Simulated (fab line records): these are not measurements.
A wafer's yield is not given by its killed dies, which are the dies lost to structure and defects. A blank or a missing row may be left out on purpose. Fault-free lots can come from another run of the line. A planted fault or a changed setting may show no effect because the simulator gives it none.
Chamber matching ; flow n5Finfet ; N5_BEOL_M0_SAQP_ILD_DEP_01 on pecvd-04: 3 sister chambers
The step deposits SiOC from DEMS/O2, target thk 45.419 nm, time 8.7 s. 6 wafers are shown with their chamber, then 9 later ones without.

## WAFERS WITH THEIR CHAMBER
wafer;chamber;throttleValvePct (%);showerheadVppV (V)
L083.6;2;11.7;1438
L085.2;1;13.9;1279
L085.6;1;14.1;1261
L089.1;0;12.3;1452
L089.3;2;11.8;1450
L089.4;0;12.3;1475

## WAFERS WITH NO CHAMBER GIVEN
wafer;throttleValvePct (%);showerheadVppV (V)
L090.2;11.9;1443
L090.5;11.7;1452
L090.6;11.6;1463
L091.1;12.2;1464
L091.4;13.8;1302
L091.5;14.0;1293
L094.2;13.8;1267
L094.3;13.9;1272
L094.6;13.9;1297

## THE CHAMBER EACH PASSED THROUGH
wafer;from the rows above;in truth
L090.2;2;2
L090.5;2;2
L090.6;2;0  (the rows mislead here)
L091.1;0;0
L091.4;1;1
L091.5;1;1
L094.2;1;1
L094.3;1;1
L094.6;1;1
Correctly placed: 8 of 9. Can't be placed from these rows: 0. Placed wrongly: 1.
How it was worked out, from the rows above alone: a wafer's distance from a chamber is the root of the sum, over the readings, of the square of ((its reading less the chamber's mean) divided by the reading's scatter). The wafer belongs to the nearest chamber; if the next one is less than 2 further off, it can't be placed. The mean given for a chamber averages the wafers shown for that chamber. The scatter: take each reading less its chamber's mean, square it, sum over the shown wafers, divide by the number of wafers less the number of chambers, and take the root.
